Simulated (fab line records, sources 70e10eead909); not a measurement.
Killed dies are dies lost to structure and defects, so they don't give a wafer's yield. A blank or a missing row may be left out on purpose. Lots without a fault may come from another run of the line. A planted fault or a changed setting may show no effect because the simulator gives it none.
Chamber matching | flow nand_harc | NHARC_A_BLC_DESCUM_15 on rie_diel-11: 4 sister chambers
The step chemistry O2, time 3 s. 27 wafers are shown with their chamber, then 12 later ones without.

WAFERS WITH THEIR CHAMBER
wafer  | chamber | showerhead_plenum_p_Torr (Torr) | drypump_motor_current_A (A) | oes_product_au (a.u.)
L074.1 | 0       | 1.98                            | 4.9                         | 1.002
L074.3 | 3       | 1.89                            | 5.5                         | 1.000
L074.5 | 1       | 1.99                            | 4.7                         | 0.988
L077.1 | 3       | 1.89                            | 5.5                         | 1.001
L077.5 | 2       | 1.80                            | 5.7                         | 0.994
L077.6 | 1       | 1.98                            | 4.7                         | 1.005
L076.1 | 3       | 1.89                            | 5.5                         | 1.008
L076.4 | 1       | 1.98                            | 4.7                         | 1.003
L076.5 | 1       | 1.98                            | 4.7                         | 1.001
L079.1 | 1       | 1.98                            | 4.7                         | 0.996
L079.2 | 2       | 1.80                            | 5.7                         | 0.997
L079.6 | 0       | 1.98                            | 4.9                         | 0.998
L089.1 | 0       | 1.98                            | 4.9                         | 1.003
L089.2 | 2       | 1.80                            | 5.8                         | 0.999
L089.6 | 2       | 1.80                            | 5.7                         | 0.998
L087.1 | 3       | 1.89                            | 5.5                         | 1.010
L087.5 | 3       | 1.89                            | 5.5                         | 0.998
L087.6 | 2       | 1.80                            | 5.7                         | 1.003
L090.2 | 2       | 1.80                            | 5.7                         | 0.994
L090.4 | 3       | 1.89                            | 5.5                         | 0.999
L090.6 | 1       | 1.98                            | 4.7                         | 0.989
L091.1 | 3       | 1.89                            | 5.5                         | 0.995
L091.2 | 2       | 1.80                            | 5.8                         | 0.995
L091.4 | 1       | 1.98                            | 4.7                         | 0.998
L093.2 | 3       | 1.89                            | 5.5                         | 1.012
L093.3 | 2       | 1.80                            | 5.7                         | 1.012
L093.5 | 1       | 1.98                            | 4.7                         | 0.994

SIGNATURES (means of the wafers above)
reading                  | chamber 0 | chamber 1 | chamber 2 | chamber 3 | scatter within a chamber
showerhead_plenum_p_Torr | 1.9800    | 1.9812    | 1.8000    | 1.8900    | 0.00195
drypump_motor_current_A  | 4.900     | 4.700     | 5.725     | 5.500     | 0.0255
oes_product_au           | 1.00100   | 0.99675   | 0.99900   | 1.00287   | 0.00595
Rule: a wafer's distance from a chamber is the root of the sum, over the readings, of the square of ((its reading less the chamber's mean) divided by the reading's scatter). The wafer belongs to the nearest chamber; if the next one is less than 2 further off, it can't be placed. The scatter: the root of (the sum of the squares of (reading less its chamber's mean) over the shown wafers, divided by (wafers less chambers)).

WAFERS WITHOUT THEIR CHAMBER
wafer  | showerhead_plenum_p_Torr (Torr) | drypump_motor_current_A (A) | oes_product_au (a.u.)
L092.3 | 1.98                            | 4.9                         | 1.004
L092.4 | 1.80                            | 5.7                         | 0.995
L092.5 | 1.80                            | 5.7                         | 1.005
L094.2 | 1.80                            | 5.7                         | 0.998
L094.3 | 1.98                            | 4.7                         | 0.991
L094.4 | 1.89                            | 5.5                         | 1.000
L096.1 | 1.80                            | 5.7                         | 1.001
L096.2 | 1.88                            | 5.5                         | 1.003
L096.5 | 1.98                            | 4.9                         | 1.002
L097.2 | 1.98                            | 4.7                         | 1.000
L097.4 | 1.88                            | 5.5                         | 1.005
L097.6 | 1.98                            | 4.7                         | 0.996

WHICH CHAMBER EACH WENT THROUGH
wafer  | from the rows above | in truth
L092.3 | 0                   | 0
L092.4 | 2                   | 2
L092.5 | 2                   | 2
L094.2 | 2                   | 2
L094.3 | 1                   | 1
L094.4 | 3                   | 3
L096.1 | 2                   | 2
L096.2 | 3                   | 3
L096.5 | 0                   | 0
L097.2 | 1                   | 1
L097.4 | 3                   | 3
L097.6 | 1                   | 1
Placed correctly: 12 of 12. Can't be placed from these rows: 0. Placed wrongly: 0.
